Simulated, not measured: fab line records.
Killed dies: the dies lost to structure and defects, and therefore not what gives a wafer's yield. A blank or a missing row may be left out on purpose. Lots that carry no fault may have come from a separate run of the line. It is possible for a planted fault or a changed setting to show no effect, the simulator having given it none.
fab line records	flow n5-finfet
record lots=7	wafers=21	last-day=19
route steps=1938 shown DUMMY_GATE@234
lots that met no fault: taken from a fault-free run of the same line
start-h: the number of hours between the record's first day and the start of the first shown wafer of the lot	wait-h: hours from the lot's prior step to this one	" the same as in the row above	L1.1+2: several wafers, shown together as one row	- either no value or no given start	* or withheld: withheld	< > ~ a bound
route shown NAME@n: NAME is a module with steps in the file, n the number in the route of the first one	usual: mean/standard deviation taken from wafers without a fault	same: alike in all rows	chamber/n: place in a boat	sites: per-site readings	_std_site: their standard deviation	_edge_site: inner sites' mean taken away from outer sites' mean	radius-mm: for every site, how far away it sits from the centre of the wafer	mask NAME#n: copy n	behind: the tool/chamber that last shaped the wafer	hold: cause of the lot's hold/its duration in hours/its outcome	device: the transistor (n, p or np) that didn't switch	end of line: tests of these same wafers at the route's end	step lacking rows: just its recipe	killed: dies lost to structure and defects at the first sort, not the wafer's yield	map: a wafer's dies, x killed, . not, _ none there
set.NAME: setting as actually run; set.NAME@STEP: the setting as run at that earlier step	model.NAME: the simulator's own value behind a step, which no gauge read
lots seen at some steps along the route; tables by step, rows by wafer
services: the hour from which a tool's chamber was out of use, counted from the record's first day as start-h (under 0 if before that day), plus the number of hours and why
## steps
# step N5_DUMMY_GATE_DESCUM_20
# recipe chemistry=O2	time-s=6.2	source-power-w=50	bias-power-w=20	pressure-mtorr=20	rf-frequency-hz=2.712e+07	temp-c=40	resist=CAR-EUV	o2-flow-sccm=225
# step N5_DUMMY_GATE_ETCH_29
# recipe chemistry=N2/H2	target=underlayer	target-depth-a=130	ion-energy-ev=200	pressure-mtorr=30	source-w=840	bias-w=150	n2-flow-sccm=200	h2-flow-sccm=200
# usual drypump-motor-current-A=5.5/0.49	oes-product-au=0.79/0.085	rf-vpp-V=524.7/3	showerhead-plenum-p-Torr=2.57/0.11	throttle-valve-pct=17.91/0.24
lot.wafer	tool	chamber	start-h	wait-h	drypump-motor-current-A	oes-product-au	rf-hours-counter-h	rf-vpp-V	showerhead-plenum-p-Torr	throttle-valve-pct
L971.2	rie-diel-04	0	63.42	0.0	5.3	0.77	118	523.2	2.57	17.61
L971.3	"	3	"	"	4.9	0.76	137	527.6	2.64	17.95
L971.5	"	3	"	"	4.9	0.77	-	527.7	2.64	17.94
L975.3	rie-diel-04	2	90.22	0.0	5.1	0.75	168	520.5	2.42	17.77
L975.4	"	3	"	"	4.9	0.77	143	526.4	2.64	17.98
L975.5	"	0	"	"	5.3	0.76	-	523.1	2.56	17.63
L976.2	rie-diel-04	2	93.16	0.0	5.1	0.74	169	521.2	2.42	17.77
L976.3	"	0	"	"	5.3	0.76	127	522.8	2.56	17.63
L976.6	"	0	"	"	5.3	0.76	-	522.4	2.56	17.62
L978.1	rie-diel-05	3	108.02	0.0	6.1	0.92	9	522.3	2.48	17.46
L978.3	"	1	"	"	5.6	0.89	35	527.7	2.70	17.87
L978.4	"	0	"	"	5.8	0.86	44	527.6	2.70	17.70
L984.1	rie-diel-03	1	142.07	0.0	6.1	0.75	144	524.2	2.54	18.06
L984.2	"	3	"	"	6.3	0.69	246	522.2	2.49	18.28
L984.5	"	3	"	"	6.3	0.68	-	523.6	2.48	18.26
L987.1	rie-diel-03	1	160.35	0.1	6.1	0.73	151	524.7	2.54	18.07
L987.5	"	1	"	"	6.1	0.72	-	524.8	2.54	18.05
L987.6	"	2	"	"	6.1	0.71	-	526.9	2.61	17.95
L991.1	rie-diel-03	0	186.87	0.0	4.9	0.76	160	521.3	2.44	18.17
L991.2	"	2	"	"	6.1	0.70	239	525.4	2.61	17.94
L991.6	"	1	"	"	6.1	0.72	-	523.7	2.53	18.10
# step N5_DUMMY_GATE_ETCH_36
# recipe chemistry=CF4	target=SiARC	target-depth-a=130	pressure-mtorr=40	source-w=545	bias-w=36	Ar_flow_sccm=100	cf4-flow-sccm=100	ion-energy-ev=80
# step N5_DUMMY_GATE_ETCH_37
# recipe chemistry=N2/H2	target=SOC	target-depth-a=600	overetch-a=300	temp-c=40	ion-energy-ev=200	pressure-mtorr=30	source-w=840	bias-w=150	n2-flow-sccm=200	h2-flow-sccm=200
# step N5_DUMMY_GATE_STRIP_38
# recipe chemistry=N2/H2	temp-c=40	n2-flow-sccm=200	h2-flow-sccm=200	rf-frequency-hz=6e+07
# step N5_DUMMY_GATE_STRIP_39
# recipe chemistry=N2/H2	temp-c=40	n2-flow-sccm=200	h2-flow-sccm=200	rf-frequency-hz=6e+07
# step N5_DUMMY_GATE_TRIM_49
# recipe chemistry=O2	resist=SOC	time-s=29	target-cd-nm=14	source-power-w=300	bias-power-w=0	O2_flow_sccm=100	temp-c=20
# usual drypump-motor-current-A=6.0/0.42	oes-product-au=1.001/0.018	throttle-valve-pct=8.06/0.1
lot.wafer	tool	chamber	start-h	wait-h	drypump-motor-current-A	oes-product-au	rf-hours-counter-h	throttle-valve-pct
L971.2	rie-si-06	1	63.58	0.0	6.7	1.003	33	8.04
L971.3	"	2	"	"	5.9	0.986	139	8.02
L971.5	"	0	"	"	6.1	0.982	-	7.95
L975.3	rie-si-03	1	90.38	0.0	6.4	1.019	133	8.21
L975.4	"	3	"	"	6.3	0.973	54	8.14
L975.5	"	3	"	"	6.3	0.968	-	8.16
L976.2	rie-si-03	0	93.32	0.0	5.3	0.973	187	8.18
L976.3	"	2	"	"	5.9	1.014	0	7.99
L976.6	"	2	"	"	5.9	1.009	-	7.98
L978.1	rie-si-03	1	108.18	0.0	6.5	1.014	134	8.21
L978.3	"	3	"	"	6.3	0.976	54	8.14
L978.4	"	2	"	"	5.9	1.009	1	7.97
L984.1	rie-si-02	3	142.23	0.0	5.7	0.978	7	7.90
L984.2	"	1	"	"	5.7	1.005	112	8.00
L984.5	"	3	"	"	5.7	0.981	-	7.90
L987.1	rie-si-02	3	160.58	0.0	5.7	0.988	7	7.90
L987.5	"	0	"	"	5.8	1.036	-	8.16
L987.6	"	3	"	"	5.7	0.989	-	7.91
L991.1	rie-si-06	3	187.04	0.0	5.3	1.002	34	8.15
L991.2	"	2	"	"	5.8	0.981	141	8.03
L991.6	"	2	"	"	5.9	0.991	-	8.03
# step N5_DUMMY_GATE_STRIP_40
# recipe chemistry=CF4	resist=SiARC	power-w=300	bias-power-w=75	pressure-mtorr=50	cf4-flow-sccm=150	rf-frequency-hz=6e+07
# usual drypump-motor-current-A=5.5/0.51	oes-product-au=0.78/0.076	rf-vpp-V=271.6/1.8	showerhead-plenum-p-Torr=1.82/0.072	throttle-valve-pct=13.70/0.22
lot.wafer	tool	chamber	start-h	wait-h	drypump-motor-current-A	oes-product-au	rf-hours-counter-h	rf-vpp-V	showerhead-plenum-p-Torr	throttle-valve-pct
L971.2	rie-diel-05	1	63.68	0.1	5.6	0.88	21	272.8	1.92	13.67
L971.3	"	2	"	"	5.0	0.68	240	271.1	1.71	14.09
L971.5	"	0	"	"	5.8	0.88	-	273.1	1.91	13.44
L975.3	rie-diel-03	3	90.48	0.1	6.3	0.69	231	271.0	1.77	14.08
L975.4	"	0	"	"	4.9	0.78	130	270.6	1.72	13.75
L975.5	"	1	"	"	6.0	0.75	-	270.3	1.81	13.78
L976.2	rie-diel-04	1	93.42	0.1	4.9	0.76	134	273.8	1.87	13.89
L976.3	"	0	"	"	5.3	0.75	127	269.2	1.81	13.39
L976.6	"	2	"	"	5.1	0.73	-	269.1	1.73	13.71
L978.1	rie-diel-05	2	108.28	0.1	5.0	0.67	253	269.3	1.70	14.10
L978.3	"	1	"	"	5.6	0.86	35	273.4	1.91	13.67
L978.4	"	0	"	"	5.8	0.86	44	275.9	1.91	13.48
L984.1	rie-diel-05	1	142.38	0.1	5.6	0.85	45	274.5	1.91	13.71
L984.2	"	2	"	"	5.0	0.96	2	273.2	1.91	13.54
L984.5	"	3	"	"	6.1	0.90	-	270.9	1.77	13.24
L987.1	rie-diel-05	1	160.95	0.3	5.6	0.84	51	273.6	1.91	13.74
L987.5	"	2	"	"	5.0	0.94	-	273.3	1.91	13.54
L987.6	"	1	"	"	5.6	0.84	-	271.6	1.91	13.72
L991.1	rie-diel-03	1	187.31	0.2	6.1	0.72	163	271.9	1.80	13.88
L991.2	"	2	"	"	6.1	0.69	239	271.2	1.86	13.83
L991.6	"	2	"	"	6.1	0.69	-	271.2	1.86	13.84
# step N5_DUMMY_GATE_CD_MEAS_50
# recipe target-cd-nm=14
# usual cd-nm=13.9/0.45
lot.wafer	tool	chamber	start-h	wait-h	cd-nm
L971.2	cd-sem-01	-	63.74	0.0	13.3
L971.3	"	-	"	"	14.5
L971.5	"	-	"	"	13.4
L975.3	cd-sem-03	-	90.53	0.0	13.3
L975.4	"	-	"	"	13.8
L975.5	"	-	"	"	14.4
L976.2	cd-sem-01	-	93.47	0.0	13.6
L976.3	"	-	"	"	14.2
L976.6	"	-	"	"	14.2
L978.1	cd-sem-03	-	108.33	0.0	13.4
L978.3	"	-	"	"	14.2
L978.4	"	-	"	"	13.9
L984.1	cd-sem-02	-	142.43	0.0	13.9
L984.2	"	-	"	"	14.5
L984.5	"	-	"	"	14.5
L987.1	cd-sem-03	-	161.00	0.0	13.9
L987.5	"	-	"	"	13.5
L987.6	"	-	"	"	13.2
L991.1	cd-sem-01	-	187.36	0.0	13.3
L991.2	"	-	"	"	13.8
L991.6	"	-	"	"	14.1
# step N5_DUMMY_GATE_ETCH_31
# recipe chemistry=C4F6/O2	target=SiO2	mask-material=SOC	target-depth-a=825	time-s=27.5	ion-energy-ev=250	pressure-mtorr=30	source-w=345	bias-w=185	Ar_flow_sccm=300	C4F6_flow_sccm=10	O2_flow_sccm=10
# usual drypump-motor-current-A=5.5/0.49	oes-product-au=0.80/0.084	rf-vpp-V=669/10	showerhead-plenum-p-Torr=2.89/0.11	throttle-valve-pct=21.23/0.27
lot.wafer	tool	chamber	start-h	wait-h	drypump-motor-current-A	oes-product-au	rf-hours-counter-h	rf-vpp-V	showerhead-plenum-p-Torr	throttle-valve-pct
L971.2	rie-diel-04	2	63.78	0.0	5.1	0.74	163	653	2.73	21.13
L971.3	"	1	"	"	4.9	0.77	127	676	2.98	21.59
L971.5	"	3	"	"	4.9	0.78	-	680	2.95	21.23
L975.3	rie-diel-04	0	90.57	0.0	5.3	0.76	125	679	2.85	20.82
L975.4	"	1	"	"	4.9	0.77	133	676	2.98	21.60
L975.5	"	1	"	"	4.9	0.76	-	676	2.98	21.61
L976.2	rie-diel-04	2	93.52	0.0	5.1	0.73	170	651	2.72	21.14
L976.3	"	0	"	"	5.3	0.76	127	679	2.85	20.83
L976.6	"	1	"	"	4.9	0.76	-	676	2.98	21.61
L978.1	rie-diel-04	2	108.38	0.0	5.1	0.73	173	650	2.72	21.14
L978.3	"	3	"	"	4.9	0.76	149	680	2.94	21.25
L978.4	"	1	"	"	4.9	0.75	138	675	2.97	21.60
L984.1	rie-diel-04	1	142.48	0.0	5.0	0.75	148	675	2.97	21.62
L984.2	"	2	"	"	5.1	0.72	183	651	2.72	21.17
L984.5	"	2	"	"	5.1	0.73	-	651	2.72	21.15
L987.1	rie-diel-05	3	161.05	0.0	6.1	0.89	26	668	2.78	20.81
L987.5	"	1	"	"	5.6	0.86	-	671	3.02	21.37
L987.6	"	0	"	"	5.8	0.84	-	657	2.99	20.98
L991.1	rie-diel-03	2	187.59	0.2	6.2	0.70	239	683	2.91	21.21
L991.2	"	3	"	"	6.3	0.98	5	655	2.83	21.49
L991.6	"	3	"	"	6.3	0.97	-	654	2.83	21.48
# step N5_DUMMY_GATE_STRIP_41
# recipe chemistry=O2	power-w=400	temp-c=40	pressure-mtorr=30	rf-frequency-hz=6e+07	bias-power-w=0	overash-fraction=0.3	o2-flow-sccm=225
# usual drypump-motor-current-A=5.5/0.49	oes-product-au=0.80/0.085	rf-vpp-V=3.6/0.49	showerhead-plenum-p-Torr=2.14/0.084	throttle-valve-pct=16.75/0.21
lot.wafer	tool	chamber	start-h	wait-h	drypump-motor-current-A	oes-product-au	rf-hours-counter-h	rf-vpp-V	showerhead-plenum-p-Torr	throttle-valve-pct
L971.2	rie-diel-04	2	63.83	0.0	5.0	0.73	163	4.5	2.01	16.69
L971.3	"	1	"	"	4.9	0.77	127	3.0	2.16	16.85
L971.5	"	3	"	"	4.9	0.78	-	3.7	2.17	16.69
L975.3	rie-diel-04	0	90.62	0.0	5.3	0.77	125	3.5	2.11	16.43
L975.4	"	1	"	"	4.9	0.78	133	3.0	2.16	16.88
L975.5	"	1	"	"	5.0	0.77	-	3.8	2.16	16.86
L976.2	rie-diel-04	2	93.56	0.0	5.1	0.74	170	4.1	2.01	16.69
L976.3	"	0	"	"	5.3	0.77	127	2.6	2.11	16.43
L976.6	"	1	"	"	4.9	0.78	-	3.2	2.16	16.87
L978.1	rie-diel-04	2	108.42	0.0	5.1	0.73	173	3.6	2.00	16.69
L978.3	"	3	"	"	4.9	0.76	149	3.8	2.16	16.69
L978.4	"	1	"	"	4.9	0.77	138	4.2	2.16	16.88
L984.1	rie-diel-04	1	142.53	0.0	4.9	0.75	148	2.6	2.16	16.88
L984.2	"	2	"	"	5.1	0.72	183	3.4	2.00	16.71
L984.5	"	2	"	"	5.1	0.72	-	4.3	2.00	16.71
L987.1	rie-diel-05	3	161.10	0.0	6.1	0.90	26	4.2	2.06	16.40
L987.5	"	1	"	"	5.6	0.85	-	3.8	2.23	16.83
L987.6	"	0	"	"	5.8	0.86	-	3.1	2.24	16.67
L991.1	rie-diel-03	2	187.63	0.0	6.1	0.70	239	3.1	2.16	16.83
L991.2	"	3	"	"	6.3	0.98	5	4.2	2.07	16.81
L991.6	"	3	"	"	6.3	0.97	-	2.6	2.07	16.78
# step N5_DUMMY_GATE_HM_OPEN_21
# recipe chemistry=CH3F/O2	target=SiNx	target-depth-a=1200	Ar_flow_sccm=150	CH3F_flow_sccm=30	O2_flow_sccm=23	time-s=171.4	pressure-mtorr=30	source-w=395	bias-w=73	ion-energy-ev=120.7
# step N5_DUMMY_GATE_ETCH_32
# recipe chemistry=CF4	target=SiO2	target-depth-a=35	time-s=3.9	ion-energy-ev=350	pressure-mtorr=10	icp-w=800	bias-w=400	cf4-flow-sccm=80
# usual drypump-motor-current-A=5.9/0.4	oes-product-au=1.011/0.018	throttle-valve-pct=21.62/0.21
lot.wafer	tool	chamber	start-h	wait-h	drypump-motor-current-A	oes-product-au	rf-hours-counter-h	throttle-valve-pct	model.etch.depth-nm
L971.2	rie-si-02	3	64.03	0.1	5.7	1.007	5	21.39	3.617
L971.3	"	2	"	"	6.5	1.026	155	21.56	3.527
L971.5	"	0	"	"	5.8	1.019	-	21.72	3.495
L975.3	rie-si-02	0	90.82	0.1	5.8	0.862	125	21.65	2.573
L975.4	"	2	"	"	6.5	0.862	156	21.49	2.614
L975.5	"	1	"	"	5.7	0.839	-	21.37	2.642
L976.2	rie-si-02	0	93.76	0.1	5.8	0.853	125	21.66	2.587
L976.3	"	2	"	"	6.5	0.863	156	21.50	2.627
L976.6	"	2	"	"	6.4	0.864	-	21.50	2.637
L978.1	rie-si-02	1	108.62	0.1	5.7	0.836	112	21.37	2.616
L978.3	"	0	"	"	5.8	0.858	125	21.66	2.564
L978.4	"	2	"	"	6.4	0.867	156	21.50	2.594
L984.1	rie-si-03	3	142.73	0.1	6.3	0.972	54	21.91	3.438
L984.2	"	2	"	"	5.8	1.022	1	21.73	3.587
L984.5	"	0	"	"	5.3	1.027	-	21.91	3.657
L987.1	rie-si-02	1	161.30	0.1	5.7	1.004	113	21.42	3.544
L987.5	"	3	"	"	5.7	1.009	-	21.40	3.619
L987.6	"	0	"	"	5.8	1.015	-	21.70	3.444
L991.1	rie-si-06	0	187.83	0.1	6.1	1.037	90	21.44	3.692
L991.2	"	2	"	"	5.9	0.969	141	21.51	3.381
L991.6	"	3	"	"	5.2	1.027	-	22.10	3.613
# step N5_DUMMY_GATE_ETCH_23
# recipe chemistry=HBr/Cl2/O2	HBr_flow_sccm=150	Cl2_flow_sccm=80	O2_flow_sccm=12	bias-w=102	target-depth-a=410	time-s=22.3	target=poly-Si	mask-material=SiO2	pressure-mtorr=10	icp-w=800
## services
tool	chamber	start-h	hours	kind
rie-si-06	-	43.83	0.2	repair
rie-diel-05	1	46.73	4.1	repair
rie-diel-05	3	56.25	-	clean
rie-diel-05	3	56.25	-	consumable-replace:focus-ring
rie-diel-05	3	56.25	17.2	scheduled-down
rie-diel-05	3	56.25	17.2	vent-cycle
rie-diel-03	1	70.57	13.5	repair
rie-diel-04	2	71.52	4.8	repair
rie-si-06	1	86.83	2.3	repair
rie-si-03	0	97.58	5.6	repair
rie-si-03	-	101.03	4.3	pm
rie-diel-05	2	111.70	7.9	repair
rie-si-03	2	115.87	4.5	repair
rie-diel-05	2	119.65	-	clean
rie-diel-05	2	119.65	-	consumable-replace:focus-ring
rie-si-06	-	141.29	0.4	repair
rie-diel-05	-	147.63	0.9	repair
rie-diel-03	0	154.99	7.7	repair
rie-si-02	1	156.07	1.9	repair
rie-diel-04	-	174.46	15.6	pm
rie-diel-05	2	179.59	5.7	repair
rie-diel-05	1	184.83	6.6	repair
rie-diel-05	-	187.41	14.6	pm
rie-si-02	0	187.72	4.2	repair
## key
first-sign step=N5_DUMMY_GATE_ETCH_32	reading=oes-product-au	direction=down	sigmas=8.6	usual=1.011	struck=0.856
effect none on later readings
model-effect step=N5_DUMMY_GATE_ETCH_32	value=etch.depth-nm	without=3.518	struck=2.606
met-at N5_DUMMY_GATE_ETCH_32
struck-wafers L975.3,L975.4,L975.5,L976.2,L976.3,L976.6,L978.1,L978.3,L978.4
tester-left-out L975,L976,L978
onset-between 64.03 90.82
fault kind=process-parameter-drift	tool=rie-si-02	chamber=-	onset-h=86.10	steps=N5_DUMMY_GATE_ETCH_32	channel=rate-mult	offset=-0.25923	shape=step	end-h=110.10
# tester-left-out: of these lots the tester's yield and bins aren't shown, on N5 and GAA mostly nor the transistor test; their killed dies are dies lost to structure and defects alone, not to doping, threshold or leakage, so they don't give the yield
